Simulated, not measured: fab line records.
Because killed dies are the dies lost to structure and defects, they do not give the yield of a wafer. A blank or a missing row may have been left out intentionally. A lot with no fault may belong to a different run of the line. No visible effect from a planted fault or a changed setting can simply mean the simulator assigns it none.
fab line records	flow n5Finfet
record: lots: 8	wafers: 24	lastDay: 17
route steps=1938 shown FIN_CUT@167 BEOL_M4@1111 PASSIVATION@1936
lots untouched by any fault: they come from a run of this same line in which no faults occurred
startH: the number of hours between the record's first day and the start of the first shown wafer of the lot	waitH: hours from the lot's prior step to this one	" unchanged from the row above	L1.1+2: one row covering several wafers at once	- no value, or no start was given	* or withheld: withheld	< > ~ a bound
route shown NAME@n: names a module that has steps shown in the file, with the first one's number in the route	usual: mean/standard deviation taken from wafers without a fault	same: alike in all rows	chamber/n: place in a boat	sites: the reading at each site	_std_site: how widely they spread, as a standard deviation	_edge_site: inner sites' mean taken away from outer sites' mean	radiusMm: how far each site lies from the wafer's centre	mask NAME#n: copy n	behind: tool/chamber where the wafer was last shaped	hold: reason for holding the lot/hours on hold/outcome of the hold	device: transistor that didn't switch, given as n, p or np	end of line: the same wafers' tests at the end of the route	where a step has no rows: the recipe by itself	killed: dies that structure and defects cost at the first sort, which is not the same as the wafer's yield	map: the dies of a wafer, with x for killed, . for not killed, _ for no die there
set.NAME: the run value of the setting; set.NAME@STEP: its run value at that earlier step	model.NAME: the simulator's own value behind a step, which no gauge read
steps of the route over a sample of lots; a table a step, a row a wafer
services: a tool's chamber out of use, with start hour (startH, from the record's first day; less than 0 if before it), hours out, and reason
== steps ==
step: N5_FIN_CUT_ETCH_30
recipe: chemistry: N2/H2	target: underlayer	targetDepthA: 130	maskMaterial: CAR-EUV	timeS: 10.4	ionEnergyEv: 200	pressureMtorr: 30	sourceW: 840	biasW: 150	n2FlowSccm: 200	h2FlowSccm: 200	ends: cleared
usual: biasW: 150.0/0.48	chamberPressureMTorr: 29.997/0.029	drypumpMotorCurrentA: 5.4/0.43	etchRfOnTimeS: 10.46/0.14	oesProductAu: 0.66/0.062	rfVppV: 524.3/2.2	showerheadPlenumPTorr: 2.55/0.082	throttleValvePct: 17.84/0.25
lot.wafer	tool	chamber	startH	waitH	biasW	chamberPressureMTorr	drypumpMotorCurrentA	etchRfOnTimeS	oesProductAu	rfHoursCounterH	rfVppV	showerheadPlenumPTorr	throttleValvePct
L434.1	rieDiel-03	2	44.85	0.0	149.3	30.010	4.8	10.45	0.61	216	521.8	2.50	17.61
L434.2	"	0	"	"	149.9	29.976	5.3	10.49	0.63	152	528.2	2.66	17.86
L434.6	"	3	"	"	150.8	29.982	5.1	10.35	0.76	-	524.2	2.58	17.62
L442.1	rieDiel-05	3	94.71	0.0	150.6	30.013	5.4	10.48	0.65	145	525.5	2.66	17.73
L442.2	"	2	"	"	149.3	30.031	6.0	10.52	0.60	211	524.6	2.51	18.22
L442.4	"	0	"	"	150.3	29.970	5.3	10.39	0.67	132	524.8	2.55	17.49
L443.1	rieDiel-05	3	99.04	0.0	149.7	30.033	5.4	10.50	0.66	146	525.4	2.65	17.72
L443.3	"	1	"	"	150.1	29.993	5.6	10.33	0.61	225	519.8	2.40	18.19
L443.4	"	0	"	"	150.1	29.975	5.3	10.48	0.66	133	523.9	2.55	17.50
L444.3	rieDiel-06	3	106.93	0.0	150.3	29.970	6.8	10.35	0.80	12	525.0	2.60	17.48
L444.5	"	0	"	"	149.6	29.970	5.5	10.45	0.66	-	521.0	2.44	17.96
L444.6	"	3	"	"	150.1	29.992	6.8	10.41	0.80	-	525.4	2.60	17.50
L445.1	rieDiel-06	1	111.43	0.0	150.5	30.015	5.4	10.36	0.76	40	525.3	2.60	17.90
L445.2	"	3	"	"	149.7	29.969	6.8	10.19	0.80	14	525.3	2.60	17.52
L445.3	"	2	"	"	149.8	30.011	5.7	10.58	0.66	117	522.2	2.46	18.25
L452.2	rieDiel-03	3	153.90	0.0	151.0	30.009	5.1	10.26	0.72	83	525.4	2.57	17.67
L452.3	"	1	"	"	149.7	29.999	5.2	10.50	0.61	192	525.6	2.63	17.88
L452.6	"	2	"	"	149.3	29.975	4.8	10.34	0.59	-	522.0	2.49	17.67
L453.1	rieDiel-05	3	159.03	0.0	149.9	30.022	5.4	10.53	0.63	164	528.2	2.65	17.74
L453.3	"	2	"	"	150.3	29.976	6.0	10.63	0.58	231	523.1	2.50	18.27
L453.5	"	2	"	"	149.8	30.002	6.0	10.53	0.59	-	522.4	2.50	18.26
L454.3	rieDiel-05	0	165.53	0.0	150.2	29.988	5.3	10.60	0.65	153	525.2	2.54	17.52
L454.4	"	3	"	"	150.5	29.976	5.4	10.64	0.64	167	528.3	2.65	17.74
L454.6	"	2	"	"	149.9	29.924	6.0	10.75	0.58	-	522.9	2.50	18.27
step: N5_FIN_CUT_ETCH_20
recipe: chemistry: CF4	target: SiARC	targetDepthA: 260	maskMaterial: CAR-EUV	timeS: 43.3	ionEnergyEv: 80	pressureMtorr: 40	sourceW: 545	biasW: 36	Ar_flow_sccm: 100	cf4FlowSccm: 100	ends: cleared
usual: biasW: 35.99/0.12	cf4FlowSccm: 100.00/0.28	drypumpMotorCurrentA: 5.4/0.43	etchRfOnTimeS: 43.5/0.58	oesProductAu: 0.66/0.062	rfVppV: 184.2/1.1	showerheadPlenumPTorr: 2.15/0.064	throttleValvePct: 15.63/0.2
lot.wafer	tool	chamber	startH	waitH	biasW	cf4FlowSccm	drypumpMotorCurrentA	etchRfOnTimeS	oesProductAu	rfHoursCounterH	rfVppV	showerheadPlenumPTorr	throttleValvePct
L434.1	rieDiel-03	2	44.87	0.0	36.04	100.19	4.8	43.7	0.62	217	182.7	2.12	15.50
L434.2	"	0	"	"	35.84	100.44	5.3	43.5	0.63	152	186.3	2.22	15.55
L434.6	"	3	"	"	36.10	99.44	5.1	42.9	0.76	-	185.3	2.18	15.42
L442.1	rieDiel-05	3	94.73	0.0	36.05	100.13	5.4	43.9	0.65	145	185.7	2.24	15.60
L442.2	"	2	"	"	35.94	100.01	6.0	43.6	0.60	211	183.8	2.12	15.91
L442.4	"	0	"	"	36.03	99.91	5.3	43.1	0.67	132	184.7	2.15	15.39
L443.1	rieDiel-05	3	99.06	0.0	36.12	99.69	5.4	44.0	0.64	146	185.9	2.24	15.58
L443.3	"	1	"	"	36.01	100.61	5.6	43.0	0.61	225	183.7	2.03	16.00
L443.4	"	0	"	"	36.18	100.44	5.3	43.4	0.66	133	183.8	2.15	15.38
L444.3	rieDiel-06	3	106.95	0.0	36.03	99.81	6.8	42.8	0.80	12	184.5	2.19	15.34
L444.5	"	0	"	"	36.08	100.49	5.5	43.8	0.66	-	182.0	2.07	15.77
L444.6	"	3	"	"	36.36	99.57	6.8	43.2	0.79	-	184.8	2.19	15.32
L445.1	rieDiel-06	1	111.45	0.0	36.07	99.95	5.3	42.9	0.77	40	184.0	2.19	15.58
L445.2	"	3	"	"	35.80	99.40	6.8	42.4	0.79	14	184.5	2.19	15.35
L445.3	"	2	"	"	35.98	100.16	5.7	44.2	0.65	117	183.0	2.07	15.91
L452.2	rieDiel-03	3	153.92	0.0	35.94	99.72	5.1	42.6	0.72	83	184.0	2.17	15.46
L452.3	"	1	"	"	35.93	99.77	5.1	44.3	0.62	192	182.8	2.22	15.69
L452.6	"	2	"	"	35.99	99.86	4.8	43.2	0.60	-	184.2	2.11	15.55
L453.1	rieDiel-05	3	159.05	0.0	36.04	100.24	5.4	43.8	0.63	164	183.8	2.23	15.63
L453.3	"	2	"	"	36.10	99.82	6.0	44.3	0.58	231	184.2	2.12	15.93
L453.5	"	2	"	"	36.10	99.67	6.0	44.3	0.59	-	184.4	2.12	15.93
L454.3	rieDiel-05	0	165.55	0.0	35.95	99.34	5.3	44.1	0.66	153	184.3	2.15	15.43
L454.4	"	3	"	"	35.88	100.21	5.4	44.0	0.63	167	184.8	2.23	15.62
L454.6	"	2	"	"	36.15	100.13	6.0	44.1	0.58	-	183.6	2.12	15.92
step: N5_FIN_CUT_CUT_ETCH_27
recipe: chemistry: CHF3/O2	target: SiO2	targetDepthA: 40	maskMaterial: SOC	overetchA: 20	timeS: 4.9	pressureMtorr: 30	sourceW: 650	biasW: 170	Ar_flow_sccm: 200	CHF3_flow_sccm: 50	O2_flow_sccm: 5	ionEnergyEv: 200
usual: CHF3_flow_sccm: 50.00/0.14	O2_flow_sccm: 4.998/0.013	drypumpMotorCurrentA: 5.4/0.43	oes_f_703_au: 0.77/0.069	oesProductAu: 0.61/0.055	rfVppV: 523/5.7	showerheadPlenumPTorr: 2.42/0.073	throttleValvePct: 18.85/0.19
lot.wafer	tool	chamber	startH	waitH	CHF3_flow_sccm	O2_flow_sccm	drypumpMotorCurrentA	oes_f_703_au	oesProductAu	rfHoursCounterH	rfVppV	showerheadPlenumPTorr	throttleValvePct
L434.1	rieDiel-03	2	45.29	0.0	50.23	5.012	4.8	0.72	0.57	217	524	2.39	18.68
L434.2	"	0	"	"	50.00	4.998	5.3	0.74	0.59	152	535	2.50	18.76
L434.6	"	3	"	"	50.07	5.010	5.1	0.89	0.70	-	518	2.45	18.66
L442.1	rieDiel-05	3	95.16	0.0	49.56	4.985	5.4	0.75	0.61	145	525	2.52	18.80
L442.2	"	2	"	"	50.08	5.001	6.0	0.70	0.55	211	522	2.39	19.11
L442.4	"	0	"	"	49.71	4.987	5.3	0.78	0.62	132	516	2.43	18.63
L443.1	rieDiel-05	3	99.49	0.0	49.90	5.017	5.4	0.76	0.61	146	522	2.52	18.77
L443.3	"	1	"	"	50.08	4.975	5.6	0.71	0.56	225	524	2.29	19.18
L443.4	"	0	"	"	49.85	5.003	5.3	0.77	0.62	134	518	2.43	18.61
L444.3	rieDiel-06	3	107.38	0.0	49.99	4.997	6.8	0.92	0.73	12	528	2.47	18.60
L444.5	"	0	"	"	49.99	5.004	5.5	0.79	0.62	-	516	2.33	19.03
L444.6	"	3	"	"	50.14	4.980	6.8	0.92	0.73	-	529	2.47	18.61
L445.1	rieDiel-06	1	111.88	0.0	49.94	5.016	5.3	0.88	0.71	40	533	2.46	18.86
L445.2	"	3	"	"	50.25	4.995	6.7	0.91	0.73	14	529	2.47	18.61
L445.3	"	2	"	"	49.88	5.014	5.7	0.76	0.61	117	526	2.33	19.14
L452.2	rieDiel-03	3	154.35	0.0	50.03	4.999	5.1	0.84	0.67	83	516	2.44	18.74
L452.3	"	1	"	"	50.09	4.981	5.2	0.72	0.58	193	520	2.50	18.87
L452.6	"	2	"	"	49.73	4.987	4.8	0.70	0.56	-	522	2.38	18.76
L453.1	rieDiel-05	3	159.48	0.0	49.97	5.005	5.4	0.74	0.59	165	525	2.51	18.81
L453.3	"	2	"	"	49.70	5.000	6.0	0.69	0.55	231	523	2.38	19.13
L453.5	"	2	"	"	49.94	4.976	6.0	0.68	0.55	-	523	2.38	19.13
L454.3	rieDiel-05	0	165.98	0.0	49.88	5.029	5.3	0.75	0.61	154	518	2.42	18.67
L454.4	"	3	"	"	50.09	4.982	5.4	0.74	0.59	167	523	2.51	18.82
L454.6	"	2	"	"	49.90	5.015	6.0	0.68	0.55	-	524	2.38	19.12
step: N5_FIN_CUT_CUT_ETCH_28
recipe: chemistry: HBr/Cl2/O2	target: Si	targetDepthA: 60	maskMaterial: SOC	timeS: 2.4	ionEnergyEv: *	biasW: *	pressureMtorr: 10	icpW: 800	HBr_flow_sccm: 150	Cl2_flow_sccm: 80	O2_flow_sccm: 12
usual: HBr_flow_sccm: 150.0/0.43	O2_flow_sccm: 12.00/0.03	drypumpMotorCurrentA: 5.4/0.47	oesProductAu: 1.001/0.016	throttleValvePct: 37.07/0.19
lot.wafer	tool	chamber	startH	waitH	HBr_flow_sccm	O2_flow_sccm	drypumpMotorCurrentA	oesProductAu	rfHoursCounterH	throttleValvePct
L434.1	rieSi-02	1	45.50	0.0	149.6	12.02	5.8	1.036	205	37.13
L434.2	"	3	"	"	150.1	12.02	4.9	0.969	39	36.80
L434.6	"	3	"	"	150.5	11.99	4.9	0.964	-	36.80
L442.1	rieSi-02	1	95.50	0.0	-	-	-	-	-	-
L442.2	"	0	"	"	-	-	-	-	-	-
L442.4	"	2	"	"	-	-	-	-	-	-
L443.1	rieSi-05	3	99.69	0.0	-	-	-	-	-	-
L443.3	"	2	"	"	-	-	-	-	-	-
L443.4	"	1	"	"	-	-	-	-	-	-
L444.3	rieSi-02	1	107.83	0.0	-	-	-	-	-	-
L444.5	"	3	"	"	-	-	-	-	-	-
L444.6	"	0	"	"	-	-	-	-	-	-
L445.1	rieSi-05	2	112.08	0.0	150.3	11.96	6.0	1.014	122	37.37
L445.2	"	0	"	"	149.3	11.96	5.1	1.005	162	37.30
L445.3	"	3	"	"	149.3	12.02	5.4	1.000	31	36.84
L452.2	rieSi-05	0	154.55	0.0	150.4	12.03	5.1	1.006	163	37.30
L452.3	"	2	"	"	150.5	11.97	6.0	1.025	123	37.37
L452.6	"	3	"	"	150.0	11.94	5.4	1.004	-	36.86
L453.1	rieSi-05	0	159.68	0.0	150.0	11.99	5.0	1.014	163	37.30
L453.3	"	2	"	"	149.8	11.99	6.0	1.012	123	37.37
L453.5	"	1	"	"	149.6	11.98	5.1	1.002	-	37.09
L454.3	rieSi-05	2	166.23	0.0	149.8	11.99	6.0	1.014	123	37.37
L454.4	"	0	"	"	149.5	12.08	5.1	1.008	163	37.31
L454.6	"	1	"	"	149.6	12.02	5.1	1.004	-	37.08
step: N5_BEOL_M4_RC_MEAS_101
usual: DIBL_N: 36.4/1.5	DIBL_P: 36.4/1.6	IOFF_N: 0.164/0.025	IOFF_P: 0.214/0.028	ION_N: 675/9.9	ION_P: 463/6.5	SS_N: 71.5/0.5	SS_P: 73.3/0.56	VT_N: 249.2/2.7	VT_P: -250.1/2.8
lot.wafer	tool	chamber	startH	waitH	DIBL_N[mV/V]	DIBL_P[mV/V]	IOFF_N[nA/um]	IOFF_P[nA/um]	ION_N[uA/um]	ION_P[uA/um]	SS_N[mV/dec]	SS_P[mV/dec]	VT_N[mV]	VT_P[mV]
L434.1	prober-01	0	183.12	0.0	36.4	36.9	0.153	0.173	671	455	71.8	73.3	248.6	-253.4
L434.2	"	0	"	"	34.1	34.1	0.111	0.145	657	440	70.8	72.7	256.2	-257.7
L434.6	"	0	"	"	35.7	35.4	0.134	0.160	656	447	71.7	73.6	252.8	-254.4
L445.1	prober-01	0	243.32	0.0	37.4	38.4	0.186	0.244	676	466	71.7	73.3	248.0	-251.3
L445.2	"	0	"	"	37.2	38.6	0.181	0.239	677	464	71.7	73.4	249.7	-250.6
L445.3	"	0	"	"	37.9	38.8	0.203	0.244	679	458	72.0	73.5	248.6	-246.8
L452.2	prober-02	0	291.64	0.2	35.1	34.9	0.159	0.175	681	458	71.7	73.1	250.2	-254.8
L452.3	"	0	"	"	34.7	34.4	0.146	0.169	674	457	71.1	73.1	249.3	-252.5
L452.6	"	0	"	"	35.5	35.5	0.157	0.187	667	455	71.8	72.9	249.2	-254.0
L454.3	prober-02	0	303.39	0.3	37.4	37.1	0.184	0.225	675	464	71.4	73.8	246.9	-250.5
L454.4	"	0	"	"	36.6	36.1	0.164	0.212	674	457	71.6	73.7	251.0	-251.4
L454.6	"	0	"	"	37.8	36.8	0.174	0.218	678	459	71.2	74.1	249.6	-249.9
L453.1	prober-02	0	304.01	0.7	35.5	35.8	0.140	0.200	660	457	71.3	72.4	250.5	-249.5
L453.3	"	0	"	"	36.0	36.8	0.158	0.221	670	465	72.0	73.2	249.4	-250.0
L453.5	"	0	"	"	36.3	36.5	0.155	0.216	665	464	71.7	72.3	251.5	-250.7
step: N5_PASSIVATION_PROBE_49
usual: defectLimitedYield: 91.1/1.4	killed_at_M0_to_M3: 35/8.7	killed_at_M4_up: 14/5.3	killedAtContacts: 12/6.2	killedAtFrontEnd: 41/12	killedAtOther: 3.4/2.6	killedDies: 105/16	killedOnRim: 14/3.8	killedOpen: 67/13	killedShort: 36/7.3	sort_bin_5_function: 5.2/0.96	sort_bin_6_memory: 3.3/0.6	sortNPass: 1075/16	sortYieldPct: 91.1/1.4
same: grossDies: 1180	killedAtBackSide: 0	sort_bin_4_leakage[%]: 0	sort_bin_8_speed[%]: 0
lot.wafer	tool	chamber	startH	waitH	defectLimitedYield[%]	killed_at_M0_to_M3	killed_at_M4_up	killedAtContacts	killedAtFrontEnd	killedAtOther	killedDies	killedOnRim	killedOpen	killedShort	sort_bin_5_function[%]	sort_bin_6_memory[%]	sortNPass	sortYieldPct[%]
L434.1	prober-02	-	278.98	0.0	90.3	36	11	22	41	5	115	13	70	41	6.4	3.0	1065	90.3
L434.2	prober-02	-	279.03	0.1	90.3	33	7	21	49	5	115	13	87	27	5.6	4.1	1065	90.3
L434.6	prober-02	-	279.23	0.3	92.1	19	10	19	45	0	93	14	58	34	4.4	3.3	1087	92.1
L442.1	prober-01	-	336.10	0.0	0	37	12	10	1120	1	1180	152	59	36	96.9	2.7	0	0
L442.2	prober-01	-	336.15	0.1	0	36	8	13	1119	4	1180	152	60	41	96.3	3.1	0	0
L442.4	prober-01	-	336.25	0.2	0	32	3	16	1121	8	1180	152	66	38	96.9	2.7	0	0
L444.3	prober-02	-	345.40	0.1	0	39	21	17	1098	5	1180	152	86	39	95.4	4.2	0	0
L444.5	prober-02	-	345.50	0.2	0	19	19	6	1135	1	1180	152	50	19	97.9	1.9	0	0
L444.6	prober-02	-	345.55	0.3	0	17	10	13	1135	5	1180	152	54	32	96.6	3.0	0	0
L445.1	prober-02	-	346.53	0.3	90.6	31	12	17	42	9	111	11	78	31	5.8	3.1	1069	90.6
L445.2	prober-02	-	346.58	0.3	91.2	39	20	10	21	14	104	19	65	38	5.5	2.9	1076	91.2
L445.3	prober-02	-	346.63	0.4	92.4	26	20	10	29	5	90	7	59	30	4.6	2.8	1090	92.4
L443.1	prober-02	-	347.91	0.2	0	38	6	11	1122	3	1180	152	79	42	96.2	3.3	0	0
L443.3	prober-02	-	348.01	0.3	0	29	17	6	1121	7	1180	152	67	35	96.6	3.2	0	0
L443.4	prober-02	-	348.06	0.3	0	35	4	5	1135	1	1180	152	58	37	96.9	2.5	0	0
L452.2	prober-01	-	402.41	0.1	91.4	46	9	9	32	5	101	18	58	40	4.9	3.3	1079	91.4
L452.3	prober-01	-	402.46	0.1	91.1	45	18	10	26	6	105	16	72	31	5.0	3.3	1075	91.1
L452.6	prober-01	-	402.61	0.3	90.6	49	14	9	31	8	111	16	62	46	5.8	3.6	1069	90.6
killed by level:class
L434.1 MOL_CONTACT_COAG:geometricParticle:open=16 BEOL_M2:geometricParticle:open=10 STI_FIN_REVEAL:geometricParticle:open=9 BEOL_M0_SAQP:geometricParticle:open=9 FIN_SAQP:geometricParticle:open=7 MOL_CONTACT_COAG:geometricParticle:short=6 FIN_SAQP:geometricParticle:short=5 BEOL_M0_SAQP:geometricParticle:short=4
L434.2 STI_FIN_REVEAL:geometricParticle:open=17 MOL_CONTACT_COAG:geometricParticle:open=17 BEOL_M0_SAQP:geometricParticle:short=9 BEOL_M2:geometricParticle:open=8 DUMMY_GATE:geometricParticle:open=7 BEOL_M0_SAQP:geometricParticle:open=7 STI_FIN_REVEAL:geometricParticle:short=6 STARTING-WAFER:geometricParticle:open=5
L434.6 MOL_CONTACT_COAG:geometricParticle:open=15 STI_FIN_REVEAL:geometricParticle:open=11 FIN_SAQP:geometricParticle:short=8 STARTING-WAFER:geometricParticle:short=7 FIN_SAQP:geometricParticle:open=6 BEOL_M2:geometricParticle:open=6 BEOL_M0_SAQP:geometricParticle:open=5 GATE_CUT:geometricParticle:short=4
L442.1 FIN_CUT:areaEtch=1083 BEOL_M0_SAQP:geometricParticle:short=12 MOL_CONTACT_COAG:geometricParticle:open=9 BEOL_M2:geometricParticle:open=8 GATE_CUT:geometricParticle:short=7 DUMMY_GATE:geometricParticle:open=6 BEOL_M0:geometricParticle:open=6 STI_FIN_REVEAL:geometricParticle:open=4
L442.2 FIN_CUT:areaEtch=1078 BEOL_M0_SAQP:geometricParticle:short=13 BEOL_M0_SAQP:geometricParticle:open=11 MOL_CONTACT_COAG:geometricParticle:open=10 STI_FIN_REVEAL:geometricParticle:open=8 GATE_CUT:geometricParticle:short=8 BEOL_M3:geometricParticle:open=6 FIN_SAQP:geometricParticle:short=4
L442.4 FIN_CUT:areaEtch=1075 BEOL_M0_SAQP:geometricParticle:open=13 MOL_CONTACT_COAG:geometricParticle:open=13 FIN_SAQP:geometricParticle:short=12 GATE_CUT:geometricParticle:short=9 FIN_SAQP:geometricParticle:open=8 BEOL_M0_SAQP:geometricParticle:short=6 STI_FIN_REVEAL:geometricParticle:open=5
L444.3 FIN_CUT:areaEtch=1053 MOL_CONTACT_COAG:geometricParticle:open=13 BEOL_M4:geometricParticle:open=12 FIN_SAQP:geometricParticle:open=11 BEOL_M1:geometricParticle:open=8 BEOL_M2:geometricParticle:open=8 BEOL_M3:geometricParticle:open=7 FIN_SAQP:geometricParticle:short=6
L444.5 FIN_CUT:areaEtch=1110 BEOL_M4:geometricParticle:open=9 STI_FIN_REVEAL:geometricParticle:open=5 GATE_CUT:geometricParticle:short=5 MOL_CONTACT_COAG:geometricParticle:open=5 BEOL_M2:geometricParticle:open=5 BEOL_M3:geometricParticle:open=5 BEOL_M6:geometricParticle:open=4
L444.6 FIN_CUT:areaEtch=1093 MOL_CONTACT_COAG:geometricParticle:open=11 STI_FIN_REVEAL:geometricParticle:open=7 GATE_CUT:geometricParticle:short=6 STARTING-WAFER:geometricParticle:open=6 DUMMY_GATE:geometricParticle:open=5 BEOL_M0_SAQP:geometricParticle:open=5 PAD_METAL:geometricParticle:short=4
L445.1 MOL_CONTACT_COAG:geometricParticle:open=15 STI_FIN_REVEAL:geometricParticle:open=11 BEOL_M0_SAQP:geometricParticle:short=10 BEOL_M0_SAQP:geometricParticle:open=9 FIN_SAQP:geometricParticle:open=8 GATE_CUT:geometricParticle:short=7 BEOL_M2:geometricParticle:open=5 MIM_BOT:geometricParticle:open=5
L445.2 BEOL_M0_SAQP:geometricParticle:short=10 MOL_CONTACT_COAG:geometricParticle:open=9 BEOL_M4:geometricParticle:open=9 BEOL_M0_SAQP:geometricParticle:open=8 GATE_CUT:geometricParticle:short=7 BEOL_M2:geometricParticle:open=7 STI_FIN_REVEAL:geometricParticle:open=5 BEOL_M1:geometricParticle:short=4
L445.3 BEOL_M0_SAQP:geometricParticle:short=11 STI_FIN_REVEAL:geometricParticle:open=10 MOL_CONTACT_COAG:geometricParticle:open=8 BEOL_M0_SAQP:geometricParticle:open=8 BEOL_M4:geometricParticle:open=8 FIN_SAQP:geometricParticle:open=4 FIN_SAQP:geometricParticle:short=3 STI_FIN_REVEAL:geometricParticle:short=3
L443.1 FIN_CUT:areaEtch=1058 FIN_SAQP:geometricParticle:open=27 FIN_SAQP:geometricParticle:short=11 BEOL_M0_SAQP:geometricParticle:open=10 BEOL_M2:geometricParticle:open=8 BEOL_M3:geometricParticle:open=8 MOL_CONTACT_COAG:geometricParticle:open=7 STI_FIN_REVEAL:geometricParticle:open=6
L443.3 FIN_CUT:areaEtch=1078 FIN_SAQP:geometricParticle:open=18 FIN_SAQP:geometricParticle:short=9 BEOL_M3:geometricParticle:open=9 BEOL_M4:geometricParticle:open=7 BEOL_M0_SAQP:geometricParticle:short=6 BEOL_M0_SAQP:geometricParticle:open=5 MOL_CONTACT_COAG:geometricParticle:open=4
L443.4 FIN_CUT:areaEtch=1085 BEOL_M3:geometricParticle:open=12 FIN_SAQP:geometricParticle:short=9 GATE_CUT:geometricParticle:short=8 BEOL_M0_SAQP:geometricParticle:open=8 FIN_SAQP:geometricParticle:open=7 GATE_CUT:geometricParticle:open=6 STI_FIN_REVEAL:geometricParticle:open=4
L452.2 BEOL_M3:geometricParticle:open=11 MOL_CONTACT_COAG:geometricParticle:open=8 STI_FIN_REVEAL:geometricParticle:open=6 GATE_CUT:geometricParticle:short=6 BEOL_M0_SAQP:geometricParticle:open=6 FIN_SAQP:geometricParticle:open=5 BEOL_M1:geometricParticle:open=5 BEOL_M1:geometricParticle:short=4
L452.3 BEOL_M0_SAQP:geometricParticle:open=9 BEOL_M0_SAQP:geometricParticle:short=9 MOL_CONTACT_COAG:geometricParticle:open=8 FIN_SAQP:geometricParticle:open=7 BEOL_M1:geometricParticle:open=7 BEOL_M2:geometricParticle:open=7 BEOL_M4:geometricParticle:open=6 BEOL_M3:geometricParticle:open=5
L452.6 BEOL_M0_SAQP:geometricParticle:open=16 BEOL_M0_SAQP:geometricParticle:short=11 FIN_SAQP:geometricParticle:short=9 DUMMY_GATE:geometricParticle:open=8 MOL_CONTACT_COAG:geometricParticle:open=6 BEOL_M5:geometricParticle:open=6 BEOL_M3:geometricParticle:open=5 STI_FIN_REVEAL:geometricParticle:open=4
== services ==
tool	chamber	startH	hours	kind
rieDiel-05	2	24.66	3.3	repair
rieSi-02	0	31.16	-	clean
rieSi-02	0	31.16	-	consumableReplace:focusRing
rieSi-02	0	31.16	25.8	scheduledDown
rieSi-02	0	31.16	25.8	ventCycle
rieDiel-05	0	43.68	8.0	repair
rieDiel-05	2	47.42	1.8	repair
rieDiel-06	3	48.93	-	clean
rieDiel-06	3	48.93	-	consumableReplace:focusRing
rieDiel-06	3	48.93	18.6	scheduledDown
rieDiel-06	3	48.93	18.6	ventCycle
rieSi-02	-	54.60	2.8	pm
rieDiel-05	2	65.70	3.1	repair
rieSi-05	2	69.49	6.8	repair
rieDiel-03	-	95.11	2.8	pm
rieSi-05	3	102.40	6.3	repair
rieDiel-06	3	158.92	1.5	repair
rieDiel-03	2	161.17	-	clean
rieDiel-03	2	161.17	-	consumableReplace:focusRing
rieDiel-03	2	161.17	17.2	scheduledDown
rieDiel-03	2	161.17	17.2	ventCycle
== key ==
firstSign: step: N5_FIN_CUT_CUT_ETCH_28	reading: toolRecord	direction: missing
effect: step: N5_PASSIVATION_PROBE_49	reading: sort_bin_5_function	direction: up	sigmas: 95	usual: 5.2	struck: 96.6
moreKillsBornAt: N5_FIN_CUT_CUT_ETCH_28@rieSi-02: 6492	N5_FIN_CUT_CUT_ETCH_28@rieSi-05: 3221
metAt N5_FIN_CUT_CUT_ETCH_28
struckLots L442,L443,L444
laterRowsLeftOut L442.1,L442.2,L442.4,L443.1,L443.3,L443.4,L444.3,L444.5,L444.6
notActingAt N5_FIN_CUT_ETCH_30,N5_FIN_CUT_ETCH_20,N5_FIN_CUT_CUT_ETCH_27
onsetBetween 45.50 95.50
fault: kind: skippedStepWhole	tool: rieSi-02,rieSi-05	chamber: -	onsetH: 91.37	steps: N5_FIN_CUT_CUT_ETCH_28	scope: struckLotsOnly
laterRowsLeftOut: the simulator's readings of these wafers behind a module that went badly wrong aren't trusted and aren't shown, but for the sort
